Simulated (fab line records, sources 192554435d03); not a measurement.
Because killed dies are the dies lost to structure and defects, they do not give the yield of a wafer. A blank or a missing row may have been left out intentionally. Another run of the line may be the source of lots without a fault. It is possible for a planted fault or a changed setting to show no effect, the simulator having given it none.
Which tool is to blame? | flow n5-finfet | Sampling: 24 lots, 72 wafers, 6 of 1938 route steps

== WHAT EACH GAUGE READ, for each wafer ==
The record holds no reading of a measuring or inspecting step that can be judged against a usual standard deviation.

== EACH LOT AND THE TOOL THAT RAN IT (in order: tool; ch and the chambers of the sampled wafers; start) ==
lot  | N5_WELL_APT_RTA_34              | N5_WELL_APT_EPI_41             | N5_PMOS_HMC_CHANNEL_EPI_DESCUM_14 | N5_FIN_SAQP_HM_DEP_03          | N5_FIN_SAQP_HM_OPEN_73            | N5_FIN_SAQP_MANDREL2_REMOVE_60
L074 | rtp-anneal-02 ch 0, day 1 15:51 | epi-rpcvd-02 ch 0, day 1 16:13 | rie-diel-03 ch 1,2, day 1 17:22   | pecvd-04 ch 0,2, day 1 21:12   | rie-diel-02 ch 1,2, day 1 22:13   | rie-si-03 ch 0,1,2, day 2 02:10
L075 | rtp-anneal-02 ch 0, day 1 21:50 | epi-rpcvd-04 ch 0, day 1 22:10 | rie-diel-03 ch 1,3, day 1 23:13   | pecvd-02 ch 1,2, day 2 02:31   | rie-diel-01 ch 0,2,3, day 2 03:38 | rie-si-03 ch 1,2,3, day 2 07:11
L076 | rtp-anneal-02 ch 0, day 2 04:08 | epi-rpcvd-03 ch 0, day 2 04:23 | rie-diel-04 ch 0,1,3, day 2 05:25 | pecvd-02 ch 0,2, day 2 09:06   | rie-diel-02 ch 1,2,3, day 2 10:09 | rie-si-03 ch 1,2, day 2 13:35
L077 | rtp-anneal-02 ch 0, day 2 09:43 | epi-rpcvd-02 ch 0, day 2 09:57 | rie-diel-04 ch 0,2,3, day 2 11:20 | pecvd-02 ch 0,2, day 2 14:55   | rie-diel-02 ch 0,2,3, day 2 15:59 | rie-si-03 ch 1,3, day 2 20:01
L078 | rtp-anneal-02 ch 0, day 2 15:52 | epi-rpcvd-04 ch 0, day 2 16:07 | rie-diel-06 ch 0,1,3, day 2 17:17 | pecvd-03 ch 0,2, day 2 20:34   | rie-diel-02 ch 0,1,3, day 2 21:50 | rie-si-06 ch 0,1,2, day 3 01:19
L079 | rtp-anneal-02 ch 0, day 2 22:21 | epi-rpcvd-02 ch 0, day 2 22:41 | rie-diel-03 ch 0,1,2, day 2 23:44 | pecvd-02 ch 0,1,2, day 3 03:02 | rie-diel-01 ch 1,2,3, day 3 04:07 | rie-si-01 ch 0,1,2, day 3 10:11
L080 | rtp-anneal-01 ch 0, day 3 03:40 | epi-rpcvd-04 ch 0, day 3 03:55 | rie-diel-04 ch 0,1,3, day 3 05:04 | pecvd-03 ch 0,2, day 3 10:23   | rie-diel-01 ch 0,1,3, day 3 11:34 | rie-si-06 ch 0,1,2, day 3 18:13
L081 | rtp-anneal-02 ch 0, day 3 09:43 | epi-rpcvd-04 ch 0, day 3 10:05 | rie-diel-04 ch 1,2,3, day 3 11:02 | pecvd-04 ch 1,2, day 3 15:34   | rie-diel-05 ch 0,1,3, day 3 16:59 | rie-si-03 ch 1,2, day 3 20:38
L082 | rtp-anneal-02 ch 0, day 3 15:39 | epi-rpcvd-02 ch 0, day 3 15:54 | rie-diel-03 ch 1,2, day 3 17:38   | pecvd-04 ch 1,2, day 3 21:08   | rie-diel-05 ch 1,2,3, day 3 22:19 | rie-si-03 ch 0,3, day 4 02:14
L083 | rtp-anneal-02 ch 0, day 3 22:07 | epi-rpcvd-02 ch 0, day 3 22:22 | rie-diel-06 ch 0,2,3, day 3 23:32 | pecvd-03 ch 0,1,2, day 4 04:07 | rie-diel-01 ch 0,1,3, day 4 05:17 | rie-si-03 ch 0,2,3, day 4 08:37
L084 | rtp-anneal-02 ch 0, day 4 04:22 | epi-rpcvd-02 ch 0, day 4 04:36 | rie-diel-04 ch 1,2, day 4 06:03   | pecvd-04 ch 0,2, day 4 09:43   | rie-diel-02 ch 0,2, day 4 10:49   | rie-si-03 ch 0,2, day 4 14:06
L085 | rtp-anneal-02 ch 0, day 4 09:46 | epi-rpcvd-03 ch 0, day 4 10:01 | rie-diel-04 ch 1,2,3, day 4 11:04 | pecvd-04 ch 0,1,2, day 4 16:55 | rie-diel-02 ch 0,1,2, day 4 17:59 | rie-si-06 ch 0,1,2, day 4 22:41
L086 | rtp-anneal-01 ch 0, day 4 16:25 | epi-rpcvd-04 ch 0, day 4 16:54 | rie-diel-03 ch 2,3, day 4 18:00   | pecvd-02 ch 0,2, day 4 21:23   | rie-diel-05 ch 2,3, day 4 22:35   | rie-si-01 ch 0,1,2, day 5 03:43
L087 | rtp-anneal-02 ch 0, day 5 00:02 | epi-rpcvd-04 ch 0, day 5 00:20 | rie-diel-04 ch 1,2, day 5 01:52   | pecvd-02 ch 0,1, day 5 05:46   | rie-diel-01 ch 1,2,3, day 5 06:50 | rie-si-06 ch 1,2, day 5 10:15
L088 | rtp-anneal-01 ch 0, day 5 04:14 | epi-rpcvd-04 ch 0, day 5 04:28 | rie-diel-04 ch 0,3, day 5 05:56   | pecvd-02 ch 0,1, day 5 09:32   | rie-diel-02 ch 0,3, day 5 10:34   | rie-si-03 ch 0,3, day 5 14:26
L089 | rtp-anneal-02 ch 0, day 5 10:14 | epi-rpcvd-04 ch 0, day 5 10:29 | rie-diel-04 ch 1,2, day 5 12:13   | pecvd-03 ch 1,2, day 5 15:41   | rie-diel-02 ch 0,2,3, day 5 16:46 | rie-si-06 ch 0,3, day 5 20:12
L090 | rtp-anneal-01 ch 0, day 5 15:45 | epi-rpcvd-04 ch 0, day 5 16:06 | rie-diel-06 ch 0,1,3, day 5 17:20 | pecvd-03 ch 1,2, day 5 20:52   | rie-diel-05 ch 0,1,2, day 5 21:56 | rie-si-06 ch 0,1,2, day 6 01:34
L091 | rtp-anneal-01 ch 0, day 5 21:35 | epi-rpcvd-02 ch 0, day 5 21:50 | rie-diel-06 ch 0,1,2, day 5 22:59 | pecvd-03 ch 0,2, day 6 02:43   | rie-diel-01 ch 0,1,2, day 6 03:43 | rie-si-06 ch 1,2, day 6 08:26
L092 | rtp-anneal-01 ch 0, day 6 04:22 | epi-rpcvd-04 ch 0, day 6 04:56 | rie-diel-06 ch 0,1,2, day 6 05:54 | pecvd-03 ch 0,1,2, day 6 09:33 | rie-diel-05 ch 2,3, day 6 10:52   | rie-si-06 ch 0,2,3, day 6 14:31
L093 | rtp-anneal-02 ch 0, day 6 10:01 | epi-rpcvd-02 ch 0, day 6 10:20 | rie-diel-04 ch 0,1,3, day 6 11:25 | pecvd-03 ch 0,2, day 6 15:09   | rie-diel-05 ch 1,2, day 6 16:13   | rie-si-01 ch 1,3, day 6 21:19
L094 | rtp-anneal-01 ch 0, day 6 16:02 | epi-rpcvd-04 ch 0, day 6 16:26 | rie-diel-04 ch 1,3, day 6 18:00   | pecvd-03 ch 0,2, day 6 21:37   | rie-diel-05 ch 1,2, day 6 22:34   | rie-si-01 ch 1,2,3, day 7 02:40
L095 | rtp-anneal-02 ch 0, day 6 21:41 | epi-rpcvd-02 ch 0, day 6 21:56 | rie-diel-03 ch 0,3, day 6 23:05   | pecvd-03 ch 0,1, day 7 02:43   | rie-diel-05 ch 1,2,3, day 7 03:47 | rie-si-01 ch 0,1, day 7 07:21
L096 | rtp-anneal-01 ch 0, day 7 03:59 | epi-rpcvd-04 ch 0, day 7 04:20 | rie-diel-04 ch 0,3, day 7 05:26   | pecvd-04 ch 0,1,2, day 7 08:50 | rie-diel-02 ch 1,2,3, day 7 09:55 | rie-si-03 ch 0,2, day 7 13:34
L097 | rtp-anneal-01 ch 0, day 7 09:52 | epi-rpcvd-02 ch 0, day 7 10:20 | rie-diel-03 ch 0,1,3, day 7 11:14 | pecvd-03 ch 0,1,2, day 7 14:38 | rie-diel-05 ch 1,2,3, day 7 15:38 | rie-si-06 ch 2,3, day 7 20:08
- N5_WELL_APT_RTA_34: time 10 s.
- N5_WELL_APT_EPI_41: deposits Si from SiH4/H2, target thk 50 nm, time 297.7 s.
- N5_PMOS_HMC_CHANNEL_EPI_DESCUM_14: chemistry O2, time 7.9 s.
- N5_FIN_SAQP_HM_DEP_03: deposits SiNx from SiH4/NH3/N2, target thk 38 nm, time 33.6 s.
- N5_FIN_SAQP_HM_OPEN_73: chemistry CHF3/O2, target SiO2, stops on a-Si, target depth 12 nm, time 16.8 s.
- N5_FIN_SAQP_MANDREL2_REMOVE_60: chemistry HBr/Cl2/O2, target a-Si, stops on SiNx, bt time 10 s.

== AS READ BY THE TOOLS THEMSELVES (means over the sampled wafers that have a number; for cases with no such wafer, the mark the record gives instead) ==
N5_WELL_APT_RTA_34. Usual: lamp-power-pct 13.01 %, standard deviation 0.053; wafer_temp_C_max 1003.6, standard deviation 1.1.
lot  | tool          | lamp-power-pct (%) | wafer_temp_C_max | flag
L074 | rtp-anneal-02 | 12.98              | 1003.0           |
L075 | rtp-anneal-02 | 12.97              | 1003.8           |
L076 | rtp-anneal-02 | 13.04              | 1004.1           |
L077 | rtp-anneal-02 | 13.02              | 1002.9           |
L078 | rtp-anneal-02 | 13.01              | 1003.7           |
L079 | rtp-anneal-02 | 12.98              | 1004.4           |
L080 | rtp-anneal-01 | 13.00              | 1003.5           |
L081 | rtp-anneal-02 | 13.04              | 1003.0           |
L082 | rtp-anneal-02 | 13.06              | 1003.1           |
L083 | rtp-anneal-02 | 13.02              | 1003.4           |
L084 | rtp-anneal-02 | 12.99              | 1002.8           |
L085 | rtp-anneal-02 | 13.01              | 1003.7           |
L086 | rtp-anneal-01 | 12.97              | 1004.3           |
L087 | rtp-anneal-02 | 13.05              | 1004.5           |
L088 | rtp-anneal-01 | 13.00              | 1004.3           |
L089 | rtp-anneal-02 | 13.08              | 1003.7           |
L090 | rtp-anneal-01 | 13.00              | 1003.1           |
L091 | rtp-anneal-01 | 13.02              | 1003.8           |
L092 | rtp-anneal-01 | 13.05              | 1004.0           |
L093 | rtp-anneal-02 | 13.03              | 1003.1           |
L094 | rtp-anneal-01 | 13.00              | 1003.9           |
L095 | rtp-anneal-02 | 13.05              | 1003.8           |
L096 | rtp-anneal-01 | 13.00              | 1003.8           |
L097 | rtp-anneal-01 | 13.02              | 1003.7           |

N5_WELL_APT_EPI_41. Usual: lamp-inner-pct 15.4 %, standard deviation 0.6; throttle-valve-pct 11.56 %, standard deviation 0.19.
lot  | tool         | lamp-inner-pct (%) | throttle-valve-pct (%) | flag
L074 | epi-rpcvd-02 | 14.8               | 11.67                  |
L075 | epi-rpcvd-04 | 15.8               | 11.50                  |
L076 | epi-rpcvd-03 | 16.6               | 11.70                  |
L077 | epi-rpcvd-02 | 14.9               | 11.71                  |
L078 | epi-rpcvd-04 | 15.7               | 11.21                  |
L079 | epi-rpcvd-02 | 14.9               | 11.71                  |
L080 | epi-rpcvd-04 | 15.8               | 11.39                  |
L081 | epi-rpcvd-04 | 15.7               | 11.42                  |
L082 | epi-rpcvd-02 | 14.9               | 11.61                  |
L083 | epi-rpcvd-02 | 14.7               | 11.70                  |
L084 | epi-rpcvd-02 | 14.7               | 11.60                  |
L085 | epi-rpcvd-03 | 16.7               | 11.78                  |
L086 | epi-rpcvd-04 | 15.7               | 11.52                  |
L087 | epi-rpcvd-04 | 15.8               | 11.35                  |
L088 | epi-rpcvd-04 | 15.7               | 11.48                  |
L089 | epi-rpcvd-04 | 15.8               | 11.43                  |
L090 | epi-rpcvd-04 | 15.7               | 11.64                  |
L091 | epi-rpcvd-02 | 14.9               | 11.75                  |
L092 | epi-rpcvd-04 | 15.8               | 11.52                  |
L093 | epi-rpcvd-02 | 14.7               | 11.56                  |
L094 | epi-rpcvd-04 | 15.8               | 11.30                  |
L095 | epi-rpcvd-02 | 14.8               | 11.59                  |
L096 | epi-rpcvd-04 | 15.7               | 11.52                  |
L097 | epi-rpcvd-02 | 14.8               | 11.83                  |

N5_PMOS_HMC_CHANNEL_EPI_DESCUM_14. Usual: drypump-motor-current-A 5.9 A, standard deviation 0.41; oes-product-au 0.76 a.u., standard deviation 0.064; rf-vpp-V 243.9 V, standard deviation 1.2; showerhead-plenum-p-Torr 2.13 Torr, standard deviation 0.053; temp-c 39.99 C, standard deviation 0.12; throttle-valve-pct 20.48 %, standard deviation 0.25.
lot  | tool        | drypump-motor-current-A (A) | oes-product-au (a.u.) | rf-vpp-V (V) | showerhead-plenum-p-Torr (Torr) | temp-c (C) | throttle-valve-pct (%) | flag
L074 | rie-diel-03 | 5.7                         | 0.78                  | 243.5        | 2.13                            | 39.92      | 20.35                  |
L075 | rie-diel-03 | 5.9                         | 0.73                  | 244.8        | 2.17                            | 40.10      | 20.36                  |
L076 | rie-diel-04 | 5.9                         | 0.83                  | 244.3        | 2.17                            | 40.15      | 20.31                  |
L077 | rie-diel-04 | 5.9                         | 0.80                  | 244.3        | 2.16                            | 39.91      | 20.43                  |
L078 | rie-diel-06 | 5.6                         | 0.76                  | 243.8        | 2.07                            | 40.08      | 20.63                  |
L079 | rie-diel-03 | 5.9                         | 0.76                  | 243.1        | 2.13                            | 39.95      | 20.50                  |
L080 | rie-diel-04 | 5.9                         | 0.82                  | 244.4        | 2.17                            | 40.10      | 20.31                  |
L081 | rie-diel-04 | 6.0                         | 0.76                  | 244.6        | 2.17                            | 39.94      | 20.53                  |
L082 | rie-diel-03 | 5.7                         | 0.80                  | 243.0        | 2.09                            | 40.05      | 20.34                  |
L083 | rie-diel-06 | 5.6                         | 0.76                  | 242.2        | 2.04                            | 39.94      | 20.58                  |
L084 | rie-diel-04 | 6.3                         | 0.75                  | 244.7        | 2.17                            | 39.98      | 20.41                  |
L085 | rie-diel-04 | 6.0                         | 0.75                  | 244.7        | 2.17                            | 40.15      | 20.55                  |
L086 | rie-diel-03 | 5.9                         | 0.78                  | 242.6        | 2.09                            | 39.95      | 20.35                  |
L087 | rie-diel-04 | 6.3                         | 0.75                  | 244.6        | 2.17                            | 39.94      | 20.43                  |
L088 | rie-diel-04 | 5.6                         | 0.80                  | 244.1        | 2.17                            | 39.91      | 20.46                  |
L089 | rie-diel-04 | 6.4                         | 0.74                  | 244.9        | 2.17                            | 40.08      | 20.42                  |
L090 | rie-diel-06 | 5.5                         | 0.74                  | 243.2        | 2.06                            | 39.87      | 20.66                  |
L091 | rie-diel-06 | 5.4                         | 0.78                  | 243.1        | 2.08                            | 39.99      | 20.56                  |
L092 | rie-diel-06 | 5.4                         | 0.78                  | 243.2        | 2.08                            | 39.99      | 20.57                  |
L093 | rie-diel-04 | 5.9                         | 0.80                  | 244.9        | 2.16                            | 40.09      | 20.34                  |
L094 | rie-diel-04 | 5.6                         | 0.75                  | 244.4        | 2.17                            | 40.14      | 20.59                  |
L095 | rie-diel-03 | 6.2                         | 0.69                  | 244.5        | 2.16                            | 39.95      | 20.73                  |
L096 | rie-diel-04 | 5.9                         | 0.83                  | 243.6        | 2.14                            | 39.91      | 20.24                  |
L097 | rie-diel-03 | 6.1                         | 0.69                  | 244.8        | 2.16                            | 39.92      | 20.58                  |

N5_FIN_SAQP_HM_DEP_03. Usual: heater-power-w 793 W, standard deviation 75; showerhead-plenum-p-Torr 5.16 Torr, standard deviation 0.083; throttle-valve-pct 39.0 %, standard deviation 1.1.
lot  | tool     | heater-power-w (W) | showerhead-plenum-p-Torr (Torr) | throttle-valve-pct (%) | flag
L074 | pecvd-04 | 778                | 5.18                            | 40.3                   |
L075 | pecvd-02 | 818                | 5.14                            | 38.4                   |
L076 | pecvd-02 | 819                | 5.13                            | 38.5                   |
L077 | pecvd-02 | 798                | 5.15                            | 38.4                   |
L078 | pecvd-03 | 756                | 5.12                            | 38.0                   |
L079 | pecvd-02 | 803                | 5.12                            | 38.3                   |
L080 | pecvd-03 | 725                | 5.13                            | 38.1                   |
L081 | pecvd-04 | 795                | 5.12                            | 40.2                   |
L082 | pecvd-04 | 750                | 5.12                            | 40.3                   |
L083 | pecvd-03 | 734                | 5.19                            | 38.5                   |
L084 | pecvd-04 | 824                | 5.17                            | 40.2                   |
L085 | pecvd-04 | 778                | 5.14                            | 40.8                   |
L086 | pecvd-02 | 858                | 5.14                            | 38.6                   |
L087 | pecvd-02 | 891                | 5.08                            | 38.5                   |
L088 | pecvd-02 | 890                | 5.07                            | 38.2                   |
L089 | pecvd-03 | 741                | 5.26                            | 39.2                   |
L090 | pecvd-03 | 740                | 5.25                            | 39.1                   |
L091 | pecvd-03 | 774                | 5.13                            | 38.0                   |
L092 | pecvd-03 | 827                | 5.20                            | 38.5                   |
L093 | pecvd-03 | 809                | 5.13                            | 38.2                   |
L094 | pecvd-03 | 689                | 5.12                            | 38.2                   |
L095 | pecvd-03 | 824                | 5.20                            | 38.6                   |
L096 | pecvd-04 | 775                | 5.14                            | 40.8                   |
L097 | pecvd-03 | 788                | 5.20                            | 38.7                   |

N5_FIN_SAQP_HM_OPEN_73. Usual: drypump-motor-current-A 6.0 A, standard deviation 0.52; oes_ar_750_au 0.77 a.u., standard deviation 0.08; oes-product-au 0.46 a.u., standard deviation 0.047; rf-vpp-V 526 V, standard deviation 9.5; showerhead-plenum-p-Torr 2.43 Torr, standard deviation 0.093; throttle-valve-pct 18.76 %, standard deviation 0.23.
lot  | tool        | drypump-motor-current-A (A) | oes_ar_750_au (a.u.) | oes-product-au (a.u.) | rf-vpp-V (V) | showerhead-plenum-p-Torr (Torr) | throttle-valve-pct (%) | flag
L074 | rie-diel-02 | 6.2                         | 0.76                 | 0.46                  | 525          | 2.33                            | 18.73                  |
L075 | rie-diel-01 | 5.6                         | 0.83                 | 0.49                  | 522          | 2.38                            | 18.72                  |
L076 | rie-diel-02 | 6.1                         | 0.76                 | 0.46                  | 519          | 2.34                            | 18.85                  |
L077 | rie-diel-02 | 6.0                         | 0.77                 | 0.46                  | 524          | 2.41                            | 18.74                  |
L078 | rie-diel-02 | 6.2                         | 0.71                 | 0.43                  | 522          | 2.35                            | 18.80                  |
L079 | rie-diel-01 | 5.4                         | 0.84                 | 0.51                  | 522          | 2.42                            | 18.68                  |
L080 | rie-diel-01 | 6.0                         | 0.85                 | 0.50                  | 527          | 2.46                            | 18.73                  |
L081 | rie-diel-05 | 6.1                         | 0.72                 | 0.44                  | 527          | 2.40                            | 18.75                  |
L082 | rie-diel-05 | 6.1                         | 0.74                 | 0.44                  | 520          | 2.40                            | 18.72                  |
L083 | rie-diel-01 | 6.0                         | 0.84                 | 0.51                  | 527          | 2.45                            | 18.74                  |
L084 | rie-diel-02 | 6.1                         | 0.77                 | 0.46                  | 533          | 2.48                            | 18.54                  |
L085 | rie-diel-02 | 6.2                         | 0.75                 | 0.45                  | 529          | 2.40                            | 18.65                  |
L086 | rie-diel-05 | 5.8                         | 0.73                 | 0.44                  | 515          | 2.45                            | 18.97                  |
L087 | rie-diel-01 | 5.4                         | 0.82                 | 0.49                  | 522          | 2.41                            | 18.71                  |
L088 | rie-diel-02 | 6.1                         | 0.89                 | 0.53                  | 522          | 2.55                            | 18.72                  |
L089 | rie-diel-02 | 6.0                         | 0.85                 | 0.50                  | 527          | 2.50                            | 18.68                  |
L090 | rie-diel-05 | 5.9                         | 0.72                 | 0.43                  | 530          | 2.46                            | 18.88                  |
L091 | rie-diel-01 | 5.9                         | 0.77                 | 0.47                  | 528          | 2.42                            | 18.84                  |
L092 | rie-diel-05 | 6.0                         | 0.72                 | 0.43                  | 512          | 2.36                            | 18.88                  |
L093 | rie-diel-05 | 5.9                         | 0.73                 | 0.43                  | 523          | 2.47                            | 18.87                  |
L094 | rie-diel-05 | 6.2                         | 0.73                 | 0.44                  | 528          | 2.43                            | 18.65                  |
L095 | rie-diel-05 | 6.1                         | 0.72                 | 0.43                  | 519          | 2.39                            | 18.78                  |
L096 | rie-diel-02 | 6.1                         | 0.89                 | 0.53                  | 526          | 2.51                            | 18.67                  |
L097 | rie-diel-05 | 6.1                         | 0.71                 | 0.43                  | 519          | 2.39                            | 18.78                  |

N5_FIN_SAQP_MANDREL2_REMOVE_60. Usual: drypump-motor-current-A 5.5 A, standard deviation 0.37; oes-product-au 1.004 a.u., standard deviation 0.017; throttle-valve-pct 36.7 %, standard deviation 0.35.
lot  | tool      | drypump-motor-current-A (A) | oes-product-au (a.u.) | throttle-valve-pct (%) | flag
L074 | rie-si-03 | 5.6                         | 0.991                 | 36.8                   |
L075 | rie-si-03 | 5.5                         | 1.011                 | 36.9                   |
L076 | rie-si-03 | 5.6                         | 0.994                 | 37.0                   |
L077 | rie-si-03 | 5.2                         | 1.011                 | 37.0                   |
L078 | rie-si-06 | 5.3                         | 1.005                 | 36.5                   |
L079 | rie-si-01 | 5.6                         | 0.991                 | 36.4                   |
L080 | rie-si-06 | 5.3                         | 1.007                 | 36.5                   |
L081 | rie-si-03 | 5.6                         | 0.993                 | 37.0                   |
L082 | rie-si-03 | 5.2                         | 1.005                 | 36.9                   |
L083 | rie-si-03 | 5.5                         | 0.995                 | 36.8                   |
L084 | rie-si-03 | 5.6                         | 0.990                 | 36.7                   |
L085 | rie-si-06 | 5.4                         | 1.006                 | 36.5                   |
L086 | rie-si-01 | 5.6                         | 1.002                 | 36.4                   |
L087 | rie-si-06 | 5.4                         | 0.996                 | 36.2                   |
L088 | rie-si-03 | 5.3                         | 1.005                 | 36.8                   |
L089 | rie-si-06 | 5.5                         | 1.022                 | 36.9                   |
L090 | rie-si-06 | 5.3                         | 0.997                 | 36.5                   |
L091 | rie-si-06 | 5.3                         | 0.995                 | 36.2                   |
L092 | rie-si-06 | 5.7                         | 1.020                 | 36.9                   |
L093 | rie-si-01 | 5.2                         | 0.984                 | 36.4                   |
L094 | rie-si-01 | 5.3                         | 1.008                 | 36.5                   |
L095 | rie-si-01 | 5.8                         | 0.999                 | 36.4                   |
L096 | rie-si-03 | 5.6                         | 0.997                 | 36.7                   |
L097 | rie-si-06 | 6.0                         | 1.030                 | 36.9                   |

== THE ANSWER, worked out from the rows above alone ==
Rule: take the mean of a lot's wafers that have a number; if it is more than 3 standard deviations from the usual mean, the lot is off. Also off: a lot with no number at a reading for which 4 or more lots have one. All remaining lots with rows at the step are treated as sound. The gauges are gone through in route order, then the tools' own readings, and for those a lot's mean is taken as printed above. The first step at which some lot is off is used, and at that step the reading that is off furthest; a lot without a number counts as furthest.
No lot is off on any of the readings shown, so nothing can be concluded from this.

== WHAT THE SIMULATOR HAD PUT IN ==
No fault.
